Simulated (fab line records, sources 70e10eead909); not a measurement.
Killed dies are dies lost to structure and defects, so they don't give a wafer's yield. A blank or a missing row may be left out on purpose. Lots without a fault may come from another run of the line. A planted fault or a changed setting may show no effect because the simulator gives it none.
fab line records | flow nand_harc
record lots=14 wafers=40 last_day=23
route steps=1159 shown A_CONTACT@882
lots that met no fault: from a run of the same line without faults
start_h: hours from the record's first day to the start of the lot's first wafer shown | wait_h: hours since the lot's step before | " the same as in the row above | L1.1+2: a row that stands for several wafers | - no value, or no start given | * or withheld: withheld | < > ~ a bound
route shown NAME@n: a module of which the file shows steps, and the number in the route of the first | usual: mean/standard deviation of fault-free wafers | same: alike in all rows | chamber/n: place in a boat | sites: the reading at each site | _std_site: their standard deviation | _edge_site: outer sites' mean less inner sites' | radius_mm: how far each site lies from the wafer's centre | mask NAME#n: copy n | behind: the tool/chamber that last shaped the wafer | hold: why the lot was held/for how many hours/how that ended | device: the transistor (n, p or np) that didn't switch | end of line: the same wafers' tests at the end of the route | a step without rows: its recipe alone | killed: dies lost to structure and defects at the first sort, not the wafer's yield | map: a wafer's dies, x killed, . not, _ none there
set.NAME: the setting as run; set.NAME@STEP: as run at that earlier step | model.NAME: the simulator's own value behind a step, which no gauge read
steps of the route over a sample of lots; a table a step, a row a wafer
services: from which hour (start_h, from the record's first day; less than 0 if before it) a tool's chamber was out of use, for how many hours, and why
## steps
# step NHARC_A_CONTACT_STRIP_55
# recipe o2_flow_sccm=500 ar_flow_sccm=0 bias_w=0 chemistry=O2
# usual drypump_motor_current_A=5.9/0.61 oes_product_au=1.000/0.017 rf_vpp_V=57.7/0.92 showerhead_plenum_p_Torr=3.54/0.16 throttle_valve_pct=17.037/0.0092
# columns lot.wafer tool chamber start_h wait_h drypump_motor_current_A oes_product_au rf_hours_counter_h rf_vpp_V showerhead_plenum_p_Torr throttle_valve_pct
L352.2 rie_diel-12 1 - - 6.1 1.001 53 57.5 3.40 17.033
L352.3 " 2 " " 6.2 0.994 60 57.6 3.30 17.041
L352.6 " 2 " " 6.2 1.001 - 58.8 3.30 17.038
L350.2 rie_diel-11 0 - - 6.0 0.987 0 58.2 3.72 17.053
L350.4 " 1 " " 6.6 1.000 0 58.3 3.55 17.038
L350.3 " 2 " " 4.8 0.988 0 58.6 3.42 17.032
L351.1 rie_diel-13 2 - - 6.5 1.011 37 55.5 3.28 17.053
L351.3 " 3 " " 6.3 1.018 43 56.9 3.65 17.033
L351.6 " 1 " " 5.3 0.996 - 58.5 3.65 17.038
L353.3 rie_diel-13 3 - - 6.3 0.998 45 57.7 3.65 17.030
L353.1 " 1 " " 5.3 1.002 39 56.3 3.65 17.034
L353.5 " 3 " " 6.3 1.018 - 58.8 3.65 17.050
L354.1 rie_diel-11 2 - - 4.8 0.966 6 56.8 3.42 17.016
L354.5 " 1 " " 6.6 0.994 - 57.1 3.55 17.024
L354.6 " 2 " " 4.8 0.962 - 58.2 3.42 17.036
L355.4 rie_diel-11 1 - - 6.6 1.007 8 57.3 3.54 17.025
L355.5 " 0 " " 5.9 0.979 - 59.5 3.72 17.047
L355.6 " 1 " " 6.6 1.001 - 56.8 3.54 17.034
L357.4 rie_diel-11 2 - - 4.8 0.972 10 57.5 3.42 17.030
L357.1 " 0 " " 5.9 0.988 10 57.0 3.72 17.048
L357.5 " 2 " " 4.8 0.980 - 56.5 3.42 17.031
L358.1 rie_diel-13 3 - - 6.3 1.021 60 56.5 3.64 17.033
L358.2 " 0 " " 5.5 1.016 60 58.0 3.74 17.023
L358.6 " 0 " " 5.5 1.019 - 57.3 3.74 17.036
L356.3 rie_diel-11 3 - - 6.3 1.016 11 57.1 3.44 17.029
L356.4 " 0 " " 5.9 0.985 11 56.4 3.72 17.046
L356.6 " 2 " " 4.8 0.988 - 56.4 3.42 17.054
L360.3 rie_diel-13 2 - - 6.5 1.017 59 57.3 3.27 17.043
L360.2 " 0 " " 5.5 1.020 64 59.4 3.73 17.039
L360.6 " 1 " " 5.3 1.008 - 57.7 3.64 17.028
L361.2 rie_diel-12 1 - - 6.1 1.012 17 58.3 3.39 17.056
L361.3 " 2 " " 6.2 0.996 16 54.9 3.29 17.038
L361.5 " 0 " " 5.1 1.022 - 58.0 3.76 17.042
L364.3 rie_diel-11 2 - - 4.8 0.989 18 57.4 3.41 17.023
L364.1 " 3 " " 6.3 1.019 18 57.3 3.44 17.026
L364.4 " 0 " " 5.9 0.977 19 58.1 3.71 17.044
L368.4 rie_diel-12 0 - - 5.1 1.018 35 58.6 3.75 17.023
L368.3 " 1 " " 6.0 1.004 33 57.9 3.38 17.031
L369.4 rie_diel-13 2 - - 6.5 1.029 8 58.9 3.80 17.047
L369.6 " 0 " " 5.5 1.029 - 57.5 3.73 17.037
# step NHARC_A_CONTACT_ETCH_76
# recipe target_depth_a=2600 over_etch_frac=0.3 time_s=475.3 ion_energy_ev=200 n2_flow_sccm=150 h2_flow_sccm=150 ar_flow_sccm=0 rf_w=400 bias_w=150 chemistry=N2/H2
# usual drypump_motor_current_A=5.9/0.6 oes_product_au=0.999/0.017 rf_vpp_V=430.5/2.8 run_length_s=496.6/0.56 showerhead_plenum_p_Torr=2.04/0.1 throttle_valve_pct=14.171/0.0089
# columns lot.wafer tool chamber start_h wait_h drypump_motor_current_A oes_product_au rf_hours_counter_h rf_vpp_V run_length_s showerhead_plenum_p_Torr throttle_valve_pct
L352.2 rie_diel-11 3 379.50 - 6.3 1.028 1 429.7 496.0 1.99 14.169
L352.3 " 1 " " 6.6 0.995 0 429.8 496.4 2.05 14.159
L352.6 " 0 " " 5.9 0.995 - 432.6 497.3 2.16 14.163
L350.3 rie_diel-11 2 383.24 - 4.8 0.985 1 428.3 496.4 1.97 14.164
L350.4 " 3 " " 6.3 1.021 2 429.7 495.9 1.99 14.156
L350.2 " 0 " " 5.9 0.997 2 434.3 497.3 2.16 14.165
L351.1 rie_diel-11 2 387.35 - 4.8 0.965 3 429.4 496.6 1.97 14.164
L351.3 " 3 " " 6.3 1.011 4 429.5 496.3 1.99 14.180
L351.6 " 2 " " 4.8 0.972 - 427.6 496.5 1.97 14.182
L353.1 rie_diel-11 3 392.07 - 6.3 1.020 5 428.6 495.7 1.99 14.186
L353.3 " 2 " " 4.8 0.977 5 428.4 497.2 1.97 14.187
L353.5 " 3 " " 6.3 1.018 - 428.8 496.2 1.99 14.172
L354.1 rie_diel-11 2 414.85 - 4.8 0.979 7 428.1 496.5 1.97 14.183
L354.6 " 1 " " 6.6 0.999 - 432.3 496.4 2.05 14.175
L354.5 " 2 " " 4.8 0.971 - 428.7 496.8 1.97 14.167
L355.4 rie_diel-13 0 427.12 - 5.5 1.026 60 434.5 496.0 2.17 14.180
L355.6 " 3 " " 6.3 1.014 - 433.8 495.7 2.11 14.185
L355.5 " 0 " " 5.5 1.026 - 433.4 496.1 2.17 14.166
L357.1 rie_diel-12 1 431.55 - 6.0 1.008 15 427.8 496.9 1.95 14.155
L357.4 " 3 " " 6.0 0.992 15 426.2 496.4 1.89 14.163
L357.5 " 1 " " 6.1 1.021 - 428.9 496.9 1.95 14.173
L358.2 rie_diel-12 2 433.41 - 6.2 1.004 15 425.9 496.7 1.89 14.165
L358.1 " 3 " " 6.0 1.000 16 426.3 496.4 1.89 14.176
L358.6 " 3 " " 5.9 0.994 - 426.3 496.4 1.89 14.151
L356.4 rie_diel-13 3 437.37 - 6.3 1.020 62 431.6 495.8 2.11 14.163
L356.3 " 0 " " 5.5 1.016 62 434.2 495.9 2.17 14.183
L356.6 " 2 " " 6.5 1.021 - 426.5 496.6 1.88 14.163
L360.2 rie_diel-13 0 444.80 - 5.5 1.019 66 433.9 496.1 2.17 14.184
L360.3 " 3 " " 6.3 1.019 65 433.0 495.7 2.11 14.168
L360.6 " 0 " " 5.5 1.015 - 434.1 496.7 2.17 14.176
L361.3 rie_diel-11 3 445.70 - 6.3 1.013 13 428.7 495.9 1.98 14.174
L361.2 " 1 " " 6.6 0.997 15 431.0 496.1 2.05 14.162
L361.5 " 2 " " 4.8 0.970 - 428.6 496.9 1.97 14.157
L364.1 rie_diel-11 2 472.06 - 4.8 0.959 19 427.2 496.5 1.97 14.182
L364.4 " 3 " " 6.3 1.015 19 428.1 495.8 1.98 14.177
L364.3 " 0 " " 5.9 0.972 20 432.5 497.2 2.16 14.174
L368.4 rie_diel-11 1 485.56 - 6.6 0.981 23 430.1 352.6 2.05 14.169
L368.3 " 3 " " 6.3 1.018 22 428.3 351.9 1.98 14.190
L369.4 rie_diel-11 2 485.89 - 4.8 0.963 22 429.8 352.2 1.97 14.186
L369.6 " 1 " " 6.6 1.011 - 431.1 496.3 2.04 14.163
# step NHARC_A_CONTACT_ETCH_77
# recipe target_depth_a=726 time_s=36.3 cf4_flow_sccm=100 chf3_flow_sccm=30 ar_flow_sccm=0 rf_w=500 bias_w=200 chemistry=CF4/CHF3
# usual drypump_motor_current_A=5.9/0.62 oes_product_au=0.939/0.024 rf_vpp_V=370.6/2.5 run_length_s=57.6/0.51 showerhead_plenum_p_Torr=1.57/0.071 throttle_valve_pct=16.803/0.0097
# columns lot.wafer tool chamber start_h wait_h drypump_motor_current_A oes_product_au rf_hours_counter_h rf_vpp_V run_length_s showerhead_plenum_p_Torr throttle_valve_pct
L352.3 rie_diel-11 2 - - 4.8 0.949 1 367.8 57.8 1.53 16.826
L352.2 " 0 " " 5.9 0.947 1 374.4 58.2 1.66 16.786
L352.6 " 2 " " 4.8 0.947 - 368.9 57.5 1.53 16.796
L350.2 rie_diel-11 3 - - 6.3 0.931 2 369.8 56.9 1.54 16.796
L350.3 " 0 " " 5.9 0.917 2 372.6 58.3 1.66 16.797
L350.4 " 2 " " 4.8 0.909 2 368.3 57.6 1.53 16.804
L351.1 rie_diel-11 0 - - 5.9 0.946 4 373.8 58.3 1.66 16.794
L351.3 " 3 " " 6.3 0.971 4 370.3 57.0 1.54 16.794
L351.6 " 0 " " 5.9 0.955 - 374.2 58.2 1.66 16.785
L353.3 rie_diel-11 0 - - 5.9 0.973 5 373.5 58.2 1.66 16.791
L353.1 " 2 " " 4.8 0.948 5 369.2 58.0 1.52 16.815
L353.5 " 1 " " 6.6 0.955 - 372.0 57.3 1.58 16.802
L354.1 rie_diel-11 0 - - 5.9 0.905 7 374.1 58.6 1.66 16.808
L354.6 " 1 " " 6.6 0.926 - 371.2 57.4 1.58 16.793
L354.5 " 2 " " 4.8 0.893 - 369.4 57.5 1.53 16.815
L355.4 rie_diel-13 3 - - 6.3 0.943 59 372.0 56.9 1.62 16.792
L355.6 " 2 " " 6.5 0.950 - 363.7 58.3 1.46 16.813
L355.5 " 3 " " 6.3 0.935 - 371.5 57.4 1.62 16.806
L357.1 rie_diel-12 3 - - 6.0 0.960 15 365.9 57.7 1.47 16.800
L357.4 " 2 " " 6.2 0.973 15 367.9 58.0 1.47 16.806
L357.5 " 3 " " 6.0 0.963 - 367.2 57.8 1.47 16.804
L358.1 rie_diel-12 3 - - 5.9 0.970 16 366.3 57.7 1.47 16.824
L358.2 " 1 " " 6.0 0.963 16 369.2 57.9 1.51 16.805
L358.6 " 2 " " 6.2 0.968 - 366.6 57.7 1.47 16.791
L356.4 rie_diel-13 0 - - 5.5 0.939 62 373.9 57.5 1.67 16.799
L356.3 " 3 " " 6.3 0.938 62 372.6 56.9 1.62 16.792
L356.6 " 1 " " 5.3 0.925 - 372.8 58.0 1.62 16.819
L360.2 rie_diel-13 2 - - 6.4 0.939 61 366.6 57.8 1.46 16.810
L360.3 " 0 " " 5.4 0.935 66 374.5 57.1 1.67 16.802
L360.6 " 3 " " 6.3 0.938 - 371.9 57.1 1.62 16.804
L361.3 rie_diel-11 0 - - 5.9 0.949 14 373.3 58.2 1.66 16.801
L361.2 " 2 " " 4.8 0.944 14 368.4 57.7 1.52 16.798
L361.5 " 1 " " 6.6 0.971 - 371.2 57.7 1.58 16.802
L364.4 rie_diel-11 0 - - 5.9 0.911 20 371.2 58.4 1.66 16.800
L364.3 " 1 " " 6.6 0.922 21 372.7 57.1 1.58 16.797
L364.1 " 2 " " 4.8 0.907 20 366.5 57.8 1.52 16.804
L368.3 rie_diel-11 0 - - 6.0 0.904 23 372.9 58.3 1.66 16.804
L368.4 " 2 " " 4.8 0.893 22 369.5 57.4 1.52 16.810
L369.4 rie_diel-11 0 - - 5.9 0.940 24 373.9 58.6 1.66 16.805
L369.6 " 2 " " 4.8 0.935 - 368.5 57.8 1.52 16.799
# step NHARC_A_CONTACT_ETCH_126
# recipe source_w=withheld pressure_mtorr=20 bias_v=1200 time_s=155 target_depth_a=9560 ar_flow_sccm=withheld c4f8_flow_sccm=withheld o2_flow_sccm=withheld chemistry=C4F8/O2/Ar
# usual run_length_s=155/0
# columns lot.wafer tool chamber start_h wait_h rf_hours_counter_h run_length_s
L352.2 har_cap_etch-02 0 380.86 0.1 13 155
L352.3 " 0 " " - 155
L352.6 " 0 " " - 155
L350.2 har_cap_etch-01 1 384.61 0.1 59 155
L350.4 " 0 " " - 155
L350.3 " 1 " " - 155
L351.1 har_cap_etch-03 0 388.61 0.1 86 155
L351.3 " 0 " " - 155
L351.6 " 0 " " - 155
L353.1 har_cap_etch-01 1 393.66 0.1 61 155
L353.3 " 0 " " - 155
L353.5 " 1 " " - 155
L354.1 har_cap_etch-02 1 416.13 0.1 17 155
L354.6 " 0 " " - 155
L354.5 " 1 " " - 155
L355.4 har_cap_etch-02 0 428.43 0.1 - 155
L355.5 " 0 " " - 155
L355.6 " 1 " " - 155
L357.1 har_cap_etch-02 0 432.96 0.2 20 155
L357.4 " 0 " " - 155
L357.5 " 1 " " - 155
L358.2 har_cap_etch-01 1 434.70 0.1 67 155
L358.1 " 0 " " 67 155
L358.6 " 1 " " - 155
L356.3 har_cap_etch-03 1 438.82 0.1 - 155
L356.4 " 0 " " - 155
L356.6 " 0 " " - 155
L360.2 har_cap_etch-03 0 446.11 0.1 95 155
L360.3 " 0 " " - 155
L360.6 " 1 " " - 155
L361.2 har_cap_etch-01 1 446.98 0.1 70 155
L361.3 " 0 " " - 155
L361.5 " 1 " " - 155
L364.1 har_cap_etch-01 1 473.33 0.1 75 155
L364.4 " 1 " " - 155
L364.3 " 0 " " - 155
L368.4 har_cap_etch-03 1 487.02 0.1 - 155
L368.3 " 0 " " - 155
L369.4 har_cap_etch-01 0 487.51 0.1 - 155
L369.6 " 1 " " - 155
## services
# columns tool chamber start_h hours kind
rie_diel-11 0 356.30 4.6 repair
rie_diel-11 - 366.64 9.0 pm
rie_diel-11 0 366.64 9.0 vent_cycle
rie_diel-11 1 366.64 9.0 vent_cycle
rie_diel-11 2 366.64 9.0 vent_cycle
rie_diel-11 3 366.64 9.0 vent_cycle
rie_diel-11 0 375.64 - clean
rie_diel-11 1 375.64 - clean
rie_diel-11 2 375.64 - clean
rie_diel-11 3 375.64 - clean
rie_diel-12 - 379.58 9.0 pm
rie_diel-11 0 400.14 - clean
rie_diel-11 1 400.14 - clean
rie_diel-11 2 400.14 - clean
rie_diel-11 3 400.14 - clean
rie_diel-12 0 424.00 7.0 repair
rie_diel-11 0 424.78 - clean
rie_diel-11 1 424.78 - clean
rie_diel-11 2 424.78 - clean
rie_diel-11 3 424.78 - clean
rie_diel-11 - 432.78 0.4 repair
rie_diel-12 1 447.06 3.3 repair
rie_diel-11 0 449.28 - clean
rie_diel-13 - 453.00 9.0 pm
## key
first_sign step=NHARC_A_CONTACT_ETCH_76 reading=run_length_s direction=down sigmas=99+ usual=* struck=*
effect none on later readings
met_at NHARC_A_CONTACT_ETCH_76
struck_lots L368,L369
struck_wafers L368.3,L368.4,L369.4
later_rows_left_out L368.3,L368.4,L369.4
sort_left_out L368.3,L368.4,L369.4
tester_left_out L368,L369
not_acting_at NHARC_A_CONTACT_STRIP_55,NHARC_A_CONTACT_ETCH_77,NHARC_A_CONTACT_ETCH_126
onset_between 472.06 485.56
fault kind=process_parameter_drift tool=rie_diel-11 chamber=- onset_h=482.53 steps=NHARC_A_CONTACT_ETCH_76 channel=time_s offset=* shape=step end_h=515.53 scope=struck_wafers_only acts_in=* stated=*
# tester_left_out: of these lots the tester's yield and bins aren't shown, on N5 and GAA mostly nor the transistor test; their killed dies are dies lost to structure and defects alone, not to doping, threshold or leakage, so they don't give the yield
# sort_left_out: the simulated sort isn't trusted on such a fault, so these wafers' sort isn't shown, and their yield isn't known
# later_rows_left_out: the simulator's readings of these wafers behind a module that went badly wrong aren't trusted and aren't shown, but for the sort
